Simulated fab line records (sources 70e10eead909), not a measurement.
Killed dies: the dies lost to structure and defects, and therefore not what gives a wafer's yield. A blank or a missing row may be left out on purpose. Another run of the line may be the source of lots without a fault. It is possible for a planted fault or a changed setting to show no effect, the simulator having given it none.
fab line records | flow nand-harc
[record] lots = 6 wafers = 18 last-day = 34
route steps=1302 shown A_BLC@1125 A_M0@1137 END@1302
lots with no fault: from the same line, run without faults
start-h: hours from the record's first day to the start of the lot's first wafer shown | wait-h: time in hours since the lot's previous step | " unchanged from the row above | L1.1+2: a single row standing in for several wafers | - no value, or no start given | * or withheld: withheld | < > ~ a bound
route shown NAME@n: names a module that has steps shown in the file, with the first one's number in the route | usual: mean/standard deviation of fault-free wafers | same: alike in all rows | chamber/n: place in a boat | sites: the reading at each site | _std_site: standard deviation of those values | _edge_site: inner sites' mean taken away from outer sites' mean | radius-mm: for every site, how far away it sits from the centre of the wafer | mask NAME#n: copy n | behind: the most recent tool/chamber to have shaped the wafer | hold: why the lot went on hold/how many hours it stayed there/how the hold came to an end | device: the n, p or np transistor that did not switch | end of line: tests run on the same wafers once the route is complete | a step without rows: its recipe alone | killed: count of dies lost to structure and defects at first sort (not the wafer's yield) | map: a wafer's dies, marking killed ones x, the rest . and places with no die _
set.NAME: the run value of the setting; set.NAME@STEP: its run value at that earlier step | model.NAME: the simulator's own value behind a step, which no gauge read
certain route steps with their lots: each step a table, each wafer a row
services: a tool's chamber out of use, with start hour (start-h, from the record's first day; less than 0 if before it), hours out, and reason
[[steps]]
[step NHARC_A_BLC_STRIP_29]
[recipe] cf4-flow-sccm = 150 ar-flow-sccm = 0 bias-w = 0 chemistry = CF4
[usual] drypump-motor-current-A = 5.3/0.4 oes-product-au = 0.997/0.0095 rf-vpp-V = 59.3/1 showerhead-plenum-p-Torr = 1.76/0.082 throttle-valve-pct = 13.283/0.0093
// columns lot.wafer tool chamber start-h wait-h drypump-motor-current-A oes-product-au rf-hours-counter-h rf-vpp-V showerhead-plenum-p-Torr throttle-valve-pct
L985.1 rie-diel-09 1 531.67 0.1 5.5 0.991 1 61.4 1.70 13.275
L985.2 " 2 " " 4.6 1.003 1 58.5 1.87 13.287
L985.4 " 0 " " 4.9 1.014 1 58.7 1.84 13.278
L989.3 rie-diel-06 3 540.40 0.1 5.5 0.998 5 58.3 1.65 13.280
L989.2 " 1 " " 5.4 0.996 5 60.1 1.65 13.279
L989.4 " 2 " " 5.6 1.010 5 58.4 1.76 13.294
L996.1 rie-diel-01 3 637.96 0.1 5.1 0.993 20 59.0 1.73 13.284
L996.4 " 0 " " 5.3 0.988 27 60.1 1.76 13.278
L996.5 " 3 " " 5.1 1.002 - 59.3 1.73 13.290
L997.3 rie-diel-09 2 639.78 0.1 4.6 1.005 8 60.2 1.87 13.275
L997.4 " 3 " " 5.6 1.001 6 59.9 1.73 13.282
L997.6 " 3 " " 5.7 0.994 - 57.0 1.73 13.280
L104.3 rie-diel-06 2 723.52 0.1 5.6 1.020 4 58.9 1.76 13.295
L104.2 " 3 " " 5.5 1.006 4 56.3 1.64 13.282
L104.5 " 2 " " 5.5 1.008 - 58.8 1.76 13.278
L108.3 rie-diel-09 1 761.87 0.1 5.5 1.001 6 59.1 1.69 13.281
L108.6 " 1 " " 5.5 0.987 - 58.8 1.69 13.293
L108.4 " 3 " " 5.7 0.985 - 58.1 1.73 13.295
[step NHARC_A_BLC_STRIP_21]
[recipe] o2-flow-sccm = 500 ar-flow-sccm = 0 bias-w = 0 chemistry = O2
[usual] drypump-motor-current-A = 5.3/0.39 oes-product-au = 0.999/0.0098 rf-vpp-V = 57.8/0.97 showerhead-plenum-p-Torr = 3.50/0.16 throttle-valve-pct = 17.036/0.0095
// columns lot.wafer tool chamber start-h wait-h drypump-motor-current-A oes-product-au rf-hours-counter-h rf-vpp-V showerhead-plenum-p-Torr throttle-valve-pct
L985.1 rie-diel-09 3 531.78 0.1 5.7 1.004 1 58.0 3.45 17.034
L985.4 " 0 " " 4.9 1.006 1 57.7 3.68 17.031
L985.2 " 2 " " 4.6 1.001 1 56.8 3.74 17.048
L989.4 rie-diel-06 0 540.50 0.1 5.2 0.999 4 57.5 3.40 17.029
L989.2 " 1 " " 5.4 1.000 5 57.0 3.28 17.037
L989.3 " 3 " " 5.5 1.003 5 56.6 3.28 17.033
L996.4 rie-diel-01 2 638.07 0.1 6.0 0.998 23 56.6 3.71 17.051
L996.1 " 3 " " 5.1 1.009 20 57.2 3.46 17.045
L996.5 " 2 " " 5.9 0.993 - 58.2 3.71 17.043
L997.3 rie-diel-09 0 639.88 0.1 4.9 1.004 8 59.1 3.67 17.044
L997.4 " 1 " " 5.5 0.984 7 57.4 3.38 17.036
L997.6 " 0 " " 4.9 1.007 - 58.5 3.67 17.027
L104.3 rie-diel-06 0 723.62 0.1 5.2 0.991 4 58.7 3.39 17.038
L104.2 " 1 " " 5.4 1.004 4 56.7 3.27 17.032
L104.5 " 0 " " 5.2 0.986 - 57.0 3.39 17.041
L108.3 rie-diel-09 3 762.00 0.1 5.7 0.981 6 57.1 3.45 17.043
L108.6 " 3 " " 5.7 0.975 - 57.3 3.45 17.045
L108.4 " 0 " " 4.9 0.995 - 57.2 3.67 17.032
[step NHARC_A_BLC_STRIP_22]
[recipe] time-s = 600 temp-c = 30 chemistry = post-etch-residue-remover
[step NHARC_A_BLC_DEGAS_30]
[recipe] temp-c = 300 time-s = 60
[step NHARC_A_BLC_PRE_CLEAN_31]
[recipe] time-s = 15 bias-v = 250 gas = Ar
[step NHARC_A_BLC_PVD_32]
[recipe] target-thk-a = 50 chamber-pressure-pa = 5 power-w = 5000 substrate-temp-c = 200 time-s = 17.7 material = Ti
[step NHARC_A_BLC_ALD_23]
[recipe] target-thk-a = 30 pulse-time-s = 1 ald-cycles = 150 temp-c = 450 material = TiN
[usual] heater-power-w = 1097/81 precursor-pulse-height-rel = 1.002/0.02
// columns lot.wafer tool chamber start-h wait-h heater-power-w precursor-pulse-height-rel
L985.2 ald-metal-03 0 532.44 - 1108 1.034
L985.1 " 2 " " 1060 1.020
L985.4 " 3 " " 1121 1.011
L989.3 ald-metal-03 2 541.18 - 1113 1.044
L989.2 " 0 " " 1098 1.018
L989.4 " 0 " " 1103 1.019
L996.1 ald-metal-02 2 638.76 - 1207 1.036
L996.4 " 3 " " 1096 1.003
L996.5 " 2 " " 1203 1.004
L997.3 ald-metal-01 3 640.56 - 1122 0.985
L997.4 " 1 " " 1123 0.995
L997.6 " 3 " " 1077 1.006
L104.2 ald-metal-01 2 724.30 - 1054 1.000
L104.3 " 0 " " 1010 0.992
L104.5 " 2 " " 1084 1.046
L108.3 ald-metal-01 1 762.68 - 1072 0.985
L108.4 " 3 " " 1016 0.994
L108.6 " 1 " " 1145 0.979
[step NHARC_A_BLC_CVD_24]
[recipe] target-thk-a = 1500 temp-c = 300 pressure-torr = 40 wf6-flow-sccm = 40 h2-flow-sccm = 1600 ar-flow-sccm = 1560 time-s = 434 material = W
[usual] heater-power-w = 417/31 mfc-h2-sccm = 1600/4.6 throttle-valve-pct = 8.01/0.24
// columns lot.wafer tool chamber start-h wait-h heater-power-w mfc-h2-sccm throttle-valve-pct
L985.1 cvd-w-01 0 - - 386 1598 7.86
L985.2 " 1 " " 389 1602 8.16
L985.4 " 1 " " 384 1601 7.90
L989.2 cvd-w-02 1 - - 442 1609 8.28
L989.4 " 0 " " 444 1598 7.96
L989.3 " 1 " " 451 1607 8.11
L996.1 cvd-w-01 0 - - 378 1604 7.80
L996.4 " 1 " " 388 1598 8.12
L996.5 " 1 " " 391 1598 8.09
L997.4 cvd-w-01 0 - - 401 1593 7.52
L997.3 " 1 " " 385 1592 8.16
L997.6 " 0 " " 388 1597 7.81
L104.2 cvd-w-01 1 - - 396 1604 8.17
L104.3 " 1 " " 396 1603 8.26
L104.5 " 0 " " 390 1602 7.81
L108.4 cvd-w-02 1 - - 450 1604 8.33
L108.3 " 0 " " 472 1602 7.80
L108.6 " 0 " " 455 1599 7.59
[step NHARC_A_BLC_CMP_25]
[recipe] t-overpolish-s = 30 target-thk-nm = 150
[step NHARC_A_BLC_SRD_27]
[step NHARC_A_BLC_INSPECT_28]
[usual] raw-defect-count = 513/150
// columns lot.wafer tool chamber start-h wait-h raw-defect-count
L985.1 defect-inspect-02 - 533.62 0.1 500
L985.2 " - " " 468
L985.4 " - " " 459
L989.2 defect-inspect-02 - 542.37 0.1 427
L989.3 " - " " 385
L989.4 " - " " 659
L996.1 defect-inspect-02 - 639.87 0.1 641
L996.4 " - " " 478
L996.5 " - " " 672
L997.3 defect-inspect-02 - 641.69 0.1 882
L997.4 " - " " 601
L997.6 " - " " 556
L104.2 defect-inspect-01 - 725.41 0.1 367
L104.3 " - " " 345
L104.5 " - " " 364
L108.3 defect-inspect-01 - 763.81 0.1 529
L108.4 " - " " 565
L108.6 " - " " 465
[step NHARC_A_M0_DEP_00]
[recipe] target-thk-a = 1500 target-thk-nm = 150 temp-c = withheld pressure-torr = 5 flow-sccm = 200 rf-w = 600 material = SiOC
// columns lot.wafer tool chamber start-h wait-h
L985.1+2+4 pecvd-02 0,1,0 533.74 0.1
L989.3+2+4 pecvd-03 0,2,2 542.44 0.1
L996.1+4+5 pecvd-03 2,2,1 639.94 0.1
L997.3+4+6 pecvd-03 1,2,0 641.76 0.1
L104.3+2+5 pecvd-02 0,1,1 725.48 0.1
L108.3+4+6 pecvd-02 1,1,0 763.87 0.1
[step NHARC_A_M0_DEHYDRATE_01]
[recipe] temp-c = 150 time-s = 120
[step NHARC_A_M0_HMDS_02]
[recipe] time-s = 30
[step NHARC_A_M0_COAT_33]
[recipe] temp-c = 200 time-s = 65
[step NHARC_A_M0_COAT_03]
[recipe] spin-rpm = 1500 resist-thk-nm = 90
[step NHARC_A_M0_SOFTBAKE_04]
[recipe] temp-c = 105 time-s = 55
[step NHARC_A_M0_EBR_05]
[step NHARC_A_M0_EXPOSE_06]
[recipe] na = 1.35 target-cd-nm = 80 dose-mj = 83.25 mask-id = A_M0
[step NHARC_A_M0_PEB_07]
[recipe] peb-temp-c = 100 peb-time-s = 65
[step NHARC_A_M0_DEVELOP_08]
[recipe] develop-time-s = 35 dev-temp-c = 23
[step NHARC_A_M0_CD_MEAS_09]
[recipe] target-cd-nm = 80 landing-energy-ev = 500
[usual] cd-nm = 80.1/0.61
// columns lot.wafer tool chamber start-h wait-h cd-nm
L985.1 cd-sem-03 0 534.52 - 79.8
L985.2 " 0 " " 80.0
L985.4 " 0 " " 79.4
L989.2 cd-sem-03 0 543.15 - 80.8
L989.3 " 0 " " 80.5
L989.4 " 0 " " 79.8
L996.1 cd-sem-01 0 640.77 - 79.6
L996.4 " 0 " " 80.4
L996.5 " 0 " " 80.1
L997.3 cd-sem-03 0 642.47 - 80.3
L997.4 " 0 " " 79.3
L997.6 " 0 " " 80.0
L104.2 cd-sem-03 0 726.19 - 81.2
L104.3 " 0 " " 80.3
L104.5 " 0 " " 81.4
L108.3 cd-sem-01 0 764.71 - 81.2
L108.4 " 0 " " 80.8
L108.6 " 0 " " 81.4
[step NHARC_A_M0_OVL_MEAS_10]
[recipe] pitch-nm = 160
[usual] overlay-x-nm = -0.2/0.85 overlay-y-nm = 0.0/1
// columns lot.wafer tool chamber start-h wait-h overlay-x-nm overlay-y-nm
L985.1 overlay-01 - 534.61 - 1.7 -0.6
L985.2 " - " " 0.9 0.2
L985.4 " - " " 0.7 -0.3
L989.2 overlay-02 - 543.23 - 0.6 0.2
L989.3 " - " " 0.5 0.8
L989.4 " - " " 0.5 0.7
L996.1 overlay-02 - 640.86 - 0.7 -1.1
L996.4 " - " " 0.4 -0.4
L996.5 " - " " 0.2 -0.6
L997.3 overlay-01 - 642.56 - -1.3 0.6
L997.4 " - " " -1.3 0.2
L997.6 " - " " -1.2 1.0
L104.2 overlay-01 - 726.27 - -0.3 0.4
L104.3 " - " " 0.1 0.2
L104.5 " - " " -0.5 0.3
L108.3 overlay-01 - 764.80 - -1.8 0.4
L108.4 " - " " -2.1 0.2
L108.6 " - " " -1.6 0.3
[step NHARC_A_M0_INSPECT_11]
[usual] raw-defect-count = 85/44
// columns lot.wafer tool chamber start-h wait-h raw-defect-count
L985.1 defect-inspect-02 - 534.65 0.0 93
L985.2 " - " " 99
L985.4 " - " " 114
L989.2 defect-inspect-01 - 543.27 0.0 31
L989.3 " - " " 24
L989.4 " - " " 37
L996.1 defect-inspect-01 - 640.90 0.0 450
L996.4 " - " " 458
L996.5 " - " " 405
L997.3 defect-inspect-01 - 642.59 0.0 512
L997.4 " - " " 524
L997.6 " - " " 543
L104.2 defect-inspect-02 - 726.31 0.0 39
L104.3 " - " " 52
L104.5 " - " " 42
L108.3 defect-inspect-01 - 764.83 0.0 82
L108.4 " - " " 62
L108.6 " - " " 68
[step NHARC_A_M0_DESCUM_14]
[recipe] time-s = 3 o2-flow-sccm = 200 ar-flow-sccm = 0 bias-power-w = 0 chemistry = O2
[usual] drypump-motor-current-A = 6.1/0.52 oes-product-au = 0.998/0.0082 rf-vpp-V = 57.7/0.87 showerhead-plenum-p-Torr = 1.92/0.069 throttle-valve-pct = 11.310/0.0091
[same] bias-power-w = 0
// columns lot.wafer tool chamber start-h wait-h drypump-motor-current-A oes-product-au rf-hours-counter-h rf-vpp-V showerhead-plenum-p-Torr throttle-valve-pct
L985.1 rie-diel-11 1 534.71 0.1 5.9 1.000 4.4 59.3 1.82 11.318
L985.4 " 3 " " 6.4 1.000 4.7 57.7 1.92 11.313
L985.2 " 0 " " 6.7 1.001 4.6 59.2 2.04 11.323
L989.2 rie-diel-11 1 543.33 0.1 5.9 1.010 5.3 56.4 1.82 11.305
L989.3 " 2 " " 5.5 0.987 5.5 56.6 1.87 11.298
L989.4 " 0 " " 6.7 1.005 5.5 58.8 2.04 11.319
L996.1 rie-diel-11 0 640.97 0.1 6.6 0.994 1.1 56.4 2.04 11.316
L996.4 " 1 " " 5.8 0.994 1.3 56.9 1.82 11.317
L996.5 " 2 " " 5.5 1.002 - 56.9 1.87 11.299
L997.4 rie-diel-10 2 642.66 0.1 6.1 0.987 2.5 56.4 1.88 11.291
L997.3 " 3 " " 6.2 0.998 2.6 56.9 1.96 11.314
L997.6 " 2 " " 6.1 0.981 - 56.4 1.88 11.305
L104.2 rie-diel-11 3 726.37 0.1 6.4 0.992 4.8 58.3 1.92 11.317
L104.3 " 0 " " 6.6 0.999 4.4 57.8 2.04 11.322
L104.5 " 0 " " 6.6 0.985 - 57.0 2.04 11.322
L108.4 rie-diel-10 2 764.91 0.1 6.1 0.986 9.3 57.9 1.88 11.330
L108.3 " 3 " " 6.2 1.012 9.9 57.2 1.96 11.308
L108.6 " 0 " " 6.7 0.985 - 58.1 1.93 11.310
[step NHARC_END_SORT_01]
[recipe] temp-c = 25
[usual] defect-limited-yield = 91/3.5 killed-at-array = 59/24 killed-at-other = 0.7/1.2 killed-at-periphery = 3.5/2.6 killed-dies = 63/24 killed-open = 3.2/2.1 killed-short = 2.4/1.5
[same] gross-dies = 677
// columns lot.wafer tool chamber start-h wait-h defect-limited-yield[%] killed-at-array killed-at-other killed-at-periphery killed-dies killed-open killed-short
L996.1 prober-02 0 681.41 2.5 82 123 0 1 124 2 4
L996.4 prober-02 0 683.83 3.4 81 128 0 2 130 2 3
L996.5 prober-02 0 684.64 3.7 89 73 0 1 74 5 1
L997.3 prober-01 0 683.05 3.1 82 116 0 4 120 2 2
L997.4 prober-01 0 683.86 3.4 77 156 0 2 158 3 2
L997.6 prober-01 0 685.49 4.1 80 131 0 3 134 1 2
// killed by level:class
L996.1 A_M0:unspecified=75 A_SLIT:chamber-film-flake=33 A_CHANNEL_HOLE_D1:chamber-film-flake=5 A_CHANNEL_HOLE_D2:chamber-film-flake=2 A_STAIRCASE:chamber-film-flake=2 P_M1:geometric-particle:open=1 A_CHANNEL_HOLE_D1:geometric-particle:short=1 A_DECK1_JOINT:geometric-particle:short=1
L997.3 A_CHANNEL_HOLE_D1:chamber-film-flake=37 A_M0:unspecified=36 A_SLIT:chamber-film-flake=19 A_CHANNEL_HOLE_D2:chamber-film-flake=13 P_STI:chamber-film-flake=3 A_CONTACT:chamber-film-flake=2 A_ONON_D1:geometric-particle:open=1 A_DECK1_JOINT:geometric-particle:short=1
L996.4 A_M0:unspecified=79 A_SLIT:chamber-film-flake=32 A_CHANNEL_HOLE_D1:chamber-film-flake=8 A_ONON_D1:geometric-particle:short=2 A_CHANNEL_HOLE_D2:chamber-film-flake=2 A_STAIRCASE:chamber-film-flake=2 P_GATE:geometric-particle:open=1 P_CONTACT:geometric-particle:open=1
L997.4 A_M0:unspecified=76 A_CHANNEL_HOLE_D1:chamber-film-flake=32 A_SLIT:chamber-film-flake=20 A_CHANNEL_HOLE_D2:chamber-film-flake=14 A_CONTACT:chamber-film-flake=4 A_DECK1_JOINT:chamber-film-flake=2 A_WL_FILL:chamber-film-flake=2 P_CONTACT:geometric-particle:open=1
L996.5 A_M0:unspecified=34 A_SLIT:chamber-film-flake=20 A_CHANNEL_HOLE_D1:chamber-film-flake=4 A_CONTACT:chamber-film-flake=4 A_STAIRCASE:chamber-film-flake=3 A_DECK1_JOINT:chamber-film-flake=2 P_M2:geometric-particle:short=1 A_ONON_D1:geometric-particle:open=1
L997.6 A_M0:unspecified=36 A_CHANNEL_HOLE_D1:chamber-film-flake=35 A_SLIT:chamber-film-flake=32 A_CHANNEL_HOLE_D2:chamber-film-flake=14 A_CONTACT:chamber-film-flake=8 A_WL_FILL:chamber-film-flake=3 P_STI:chamber-film-flake=2 P_M1:geometric-particle:open=1
[[services]]
// columns tool chamber start-h hours kind
rie-diel-09 1 515.21 2.1 repair
cvd-w-01 1 518.27 10.0 repair
ald-metal-01 - 526.00 10.0 pm
pecvd-03 - 545.62 1.8 repair
cvd-w-01 - 547.00 13.0 pm
rie-diel-09 1 561.67 5.5 repair
rie-diel-09 - 591.66 0.4 repair
rie-diel-06 2 599.96 11.0 repair
rie-diel-09 3 604.89 21.3 repair
rie-diel-11 1 606.28 1.9 repair
rie-diel-11 - 609.50 9.0 pm
cvd-w-01 0 619.66 7.5 repair
rie-diel-06 - 630.13 11.1 repair
rie-diel-09 1 631.41 3.5 repair
rie-diel-09 3 650.43 4.0 repair
rie-diel-06 - 661.20 9.0 pm
rie-diel-09 - 674.10 9.0 pm
rie-diel-11 0 680.00 9.6 repair
rie-diel-06 - 699.84 0.4 repair
rie-diel-09 - 701.47 0.4 repair
rie-diel-09 3 704.60 5.7 repair
cvd-w-01 - 728.00 13.0 pm
rie-diel-11 - 738.50 0.1 repair
rie-diel-09 2 751.74 38.9 repair
[[key]]
[first-sign] step = NHARC_A_M0_INSPECT_11 reading = raw-defect-count direction = up sigmas = 9.1 usual = 85 struck = 482
[effect] step = NHARC_END_SORT_01 reading = killed-at-array direction = up sigmas = 2.6 usual = 59 struck = 121 wafers-moved = 4
[more-kills-born-at] NHARC_A_M0_DEP_00@pecvd-03 = 336
met-at NHARC_A_M0_DEP_00
struck-wafers L996.1,L996.4,L996.5,L997.3,L997.4,L997.6
onset-between 542.44 639.94
[fault] kind = chamber-particle-source tool = pecvd-03 chamber = - onset-h = 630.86 steps = NHARC_A_M0_DEP_00 rate-per-visit-cm2 = 0.58168 end-h = 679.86
